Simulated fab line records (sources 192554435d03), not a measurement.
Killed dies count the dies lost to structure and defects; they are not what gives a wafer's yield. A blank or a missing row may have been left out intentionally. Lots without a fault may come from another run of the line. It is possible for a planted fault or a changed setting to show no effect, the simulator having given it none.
Comparing a struck lot with a sound one ; flow n5Finfet ; 45 steps out of a route of 1938
Sound: these wafers, L271.1, L271.3, L271.5. Struck: wafers L275.1, L275.2 (left out: L275.6, a lot-mate that was not struck); the cause follows at the end.
Each step with rows lists, per side, the tool, then ch with its chambers, then its first start. Under that, the readings that differ: sound wafers ; struck wafers ; difference of the means ; sigmas: that difference in standard deviations of wafers without a fault.
alike: readings with means less than 2 such deviations apart, plus words and numbers identical on both sides. not compared: withheld readings, readings lacking a value on some wafer, bounds such as >300 that could conceal the same value, and numbers that have no deviation in the record and whose values overlap.
Wherever a step has rows on one side only, a row that says differs or no value, or a row with sigmas, the two part there. Numbers that don't overlap but have no deviation are shown without sigmas and don't part them. Lack of a reading on every wafer of one side parts them only where that side has two or more wafers.

first, 11 steps without rows for these wafers: N5_BEOL_M2_DESCUM_33 (chemistry O2, time 7 s); N5_BEOL_M2_ETCH_77 (etches underlayer in N2/H2, target depth 6.5 nm, time 5.2 s); N5_BEOL_M2_ETCH_69 (etches SiARC in CF4, target depth 15.6 nm, time 26 s); N5_BEOL_M2_ALD_98 (deposits SiO2, target thk 2.5 nm, pulse time 1 s, co reactant pulse time 1 s); N5_BEOL_M2_ETCHBACK_99 (etches SiO2 in CHF3, target depth 5 nm, time 10.4 s); N5_BEOL_M2_ETCH_70 (etches SOC in N2/H2, target depth 80 nm, overetch 24 nm, time 130 s); N5_BEOL_M2_STRIP_71 (strips in N2/H2); N5_BEOL_M2_STRIP_78 (strips in N2/H2); N5_BEOL_M2_VIA_ETCH_34 (etches the open film in C4F6/O2, target depth 69.4 nm, time 65.9 s); N5_BEOL_M2_STRIP_83 (strips in C4F6/O2); N5_BEOL_M2_STRIP_36 (strips in N2/H2).
N5_BEOL_M2_TRENCH_ETCH_37: etches SiOC in C4F6/O2, target depth 55.555 nm, time 29.2 s.
  sound on rieDiel-02 ch 0,1, day 9 19:14; struck on rieDiel-02 ch 0,1, day 10 17:52
reading;sound;struck;difference;sigmas
runLengthS (s);52.3 52.4 51.9;59.7 59.5;+7.4;+19
model.etch.depthNm (nm);54.42 55.14 54.38;70.13 69.44;+15.14;
model.BEOL_M2.featureDepthNm (nm);54.4 55.2 54.4;70.2 69.4;+15.1;
model.TiN_of_BEOL_M2_HM_DEP_02.thkNm (nm);17.6 17.8 17.6;17.4 17.2;-0.4;
  alike: C4F6_flow_sccm, chamberPressureMTorr, drypumpMotorCurrentA, mfcArSccm, oesProductAu, rfVppV, showerheadPlenumPTorr, throttleValvePct
  not compared: rfHoursCounterH
then, 2 steps without rows for these wafers: N5_BEOL_M2_ETCH_41 (etches SiCN in CH3F/O2, target depth 29.9 nm, time 52.5 s); N5_BEOL_M2_STRIP_97 (strips in N2/H2, time 10 s).
N5_BEOL_M2_OCD_MEAS_38:
  sound on ocd-01, day 9 19:23; struck on ocd-02, day 10 18:01
reading;sound;struck;difference;sigmas
trenchDepthNm (nm);53.9 54.7 54.8;70.3 69.7;+15.5;+26
then, 25 steps without rows for these wafers: N5_BEOL_M2_HM_STRIP_39 (strips TiN in peroxide tin strip, target depth 25 nm, time 158 s); N5_BEOL_M2_SRD_40 (time 30 s); N5_BEOL_M2_PRECLEAN_42 (cleans in residue remover, time 60 s); N5_BEOL_M2_SRD_43 (time 30 s); N5_BEOL_M2_DEGAS_44 (time 60 s); N5_BEOL_M2_PRE_CLEAN_45 (time 30 s); N5_BEOL_M2_ALD_84 (deposits TaN, pulse time 2 s, purge time 3 s, co reactant purge time 2 s); N5_BEOL_M2_SURFACE_TREAT_85; N5_BEOL_M2_CVD_47 (deposits Co from CCTBA/H2, target thk 3 nm, time 223.8 s); N5_BEOL_M2_SPUTTER_48 (material Cu, target thk 4.5 nm, time 8.29 s); N5_BEOL_M2_ANNEAL_49 (time 240 s); N5_BEOL_M2_SPUTTER_79 (material Cu, target thk 4.5 nm, time 8.29 s); N5_BEOL_M2_ANNEAL_80 (time 240 s); N5_BEOL_M2_SPUTTER_81 (material Cu, target thk 4.5 nm, time 8.29 s); N5_BEOL_M2_ANNEAL_82 (time 240 s); N5_BEOL_M2_SPUTTER_86 (material Cu, target thk 4.5 nm, time 8.29 s); N5_BEOL_M2_ANNEAL_87 (time 240 s); N5_BEOL_M2_SPUTTER_88 (material Cu, target thk 4.5 nm, time 8.29 s); N5_BEOL_M2_ANNEAL_89 (time 240 s); N5_BEOL_M2_SPUTTER_90 (material Cu, target thk 4.5 nm, time 8.29 s); N5_BEOL_M2_ANNEAL_91 (time 240 s); N5_BEOL_M2_SPUTTER_92 (material Cu, target thk 4.5 nm, time 8.29 s); N5_BEOL_M2_ANNEAL_93 (time 240 s); N5_BEOL_M2_SPUTTER_94 (material Cu, target thk 4.5 nm, time 8.29 s); N5_BEOL_M2_ANNEAL_95 (time 240 s).
N5_BEOL_M2_CMP_52: polishes, stops on SiOC, t overpolish 6.8 s, target thk 40 nm.
  sound on cmp-01 ch 0,1,3, day 9 23:31; struck on cmp-01 ch 2,3, day 10 21:41
reading;sound;struck;difference;sigmas
model.Cu_of_BEOL_M2_ECD_50.thkNm (nm);39.8 42.2 40.8;54.8 54.4;+13.7;
  alike: barrierFieldEndpointS, motorCurrentA, overpolishRunS, timeToEndpointS
N5_BEOL_M2_THK_MEAS_53: measures by xrf.
  sound on filmMetro-02, day 9 23:46; struck on filmMetro-02, day 10 21:56
reading;sound;struck;difference;sigmas
M2_THK (nm);39.4 41.8 40.5;53.7 53.3;+12.9;+9
N5_BEOL_M2_RS_MEAS_58: measures by four-point-probe.
  sound on filmMetro-02, day 10 00:02; struck on filmMetro-01, day 10 22:12
reading;sound;struck;difference;sigmas
M2_RS (ohm/sq);0.67 0.62 0.65;0.45 0.45;-0.20;-6
N5_BEOL_M4_RC_MEAS_101:
  sound on prober-01 ch 0, day 10 15:46; struck on prober-01 ch 0, day 11 17:05
reading;sound;struck;difference;sigmas
SERP_M2 (ohm/um);204 194 218;137 143;-65;-4
SERP_M2_max_site (ohm/um);214 215 233;147 153;-71;-4
  alike: DIBL_N, DIBL_P, IOFF_N, IOFF_P, ION_N, ION_P, SS_N, SS_P, VT_N, VT_P
-- a jump in the record: the struck wafers' starts before and after are 4 days apart (it breaks off in module BEOL_M4 and resumes in module PASSIVATION, where the first step shown is number 1936 of the route) --
N5_PASSIVATION_PROBE_49:
  sound on prober-02, day 14 17:51; struck on prober-02, day 16 01:00
  alike: defectLimitedYield, killed_at_M0_to_M3, killed_at_M4_up, killedAtContacts, killedAtFrontEnd, killedAtOther, killedDies, killedOpen, killedShort, sort_bin_5_function, sort_bin_6_memory, sortNPass, sortYieldPct

## WHERE THEY PART
Last at N5_BEOL_M4_RC_MEAS_101 as far as this record goes, first at N5_BEOL_M2_TRENCH_ETCH_37. Later steps at which nothing parts them and some readings are alike: N5_PASSIVATION_PROBE_49.

WHY: whatever the simulator had introduced
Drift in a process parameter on rieDiel-02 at N5_BEOL_M2_TRENCH_ETCH_37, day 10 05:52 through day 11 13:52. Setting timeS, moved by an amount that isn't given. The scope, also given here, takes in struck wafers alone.
